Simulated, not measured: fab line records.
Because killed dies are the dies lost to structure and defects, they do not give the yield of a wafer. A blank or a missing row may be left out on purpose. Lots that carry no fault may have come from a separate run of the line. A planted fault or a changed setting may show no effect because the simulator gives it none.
A single fault, viewed from 2 desks -- flow n5Finfet -- each desk holds nothing but its own numbers, with what lay behind them at the end

## DESK OF THE TOOL OWNER: aldMetal-03
The tool's own readings at N5_BEOL_M9_ALD_74 (deposits TaN, target thk 2 nm, pulse time 2 s, purge time 3 s): means of the sampled wafers that have a number, for each lot that ran on this tool. The brackets show how far a lot's mean lies from the usual mean; more than 4 standard deviations puts the lot out of limits, marked OUT.
Columns: A = heaterPowerOuterW at N5_BEOL_M9_ALD_74, usual 224 W; B = heaterPowerW at N5_BEOL_M9_ALD_74, usual 414 W; C = precursorVesselPressureTorr at N5_BEOL_M9_ALD_74, usual 26.25 Torr
lot,first seen here,A,B,C
L100,day 9 20:17,207,399,26.25
L106,day 12 00:56,211,416,26.26
L108,day 12 01:26,219,425,26.20
L121,day 15 16:50,216,409,26.27
L119,day 15 20:01,210,410,26.26
This desk found nothing out of limits on any of the 5 lots.

## AT THE METROLOGY DESK
What the gauges read for every lot (on any tool): the sampled wafers with a number, averaged. The brackets show how far a lot's mean lies from the usual mean; more than 4 standard deviations puts the lot out of limits, marked OUT.
Columns: A = cdNm at N5_BEOL_M9_CD_MEAS_35, usual 69.8 nm
lot,first seen here,A
L998,day 9 13:44,69.4
L100,day 9 19:14,70.0
L999,day 9 19:42,69.6
L106,day 12 00:25,70.8
L108,day 12 00:35,70.0
L115,day 14 13:43,69.5
L117,day 15 07:37,69.3
L118,day 15 10:55,69.7
L121,day 15 15:40,68.7
L119,day 15 18:41,70.1
L120,day 15 18:50,69.6
This desk found nothing out of limits on any of the 11 lots.

## PUT TOGETHER
The tool owner's desk saw nothing out of limits.
The metrology desk saw nothing out of limits.

## WHAT THE SIMULATOR HAD INSERTED
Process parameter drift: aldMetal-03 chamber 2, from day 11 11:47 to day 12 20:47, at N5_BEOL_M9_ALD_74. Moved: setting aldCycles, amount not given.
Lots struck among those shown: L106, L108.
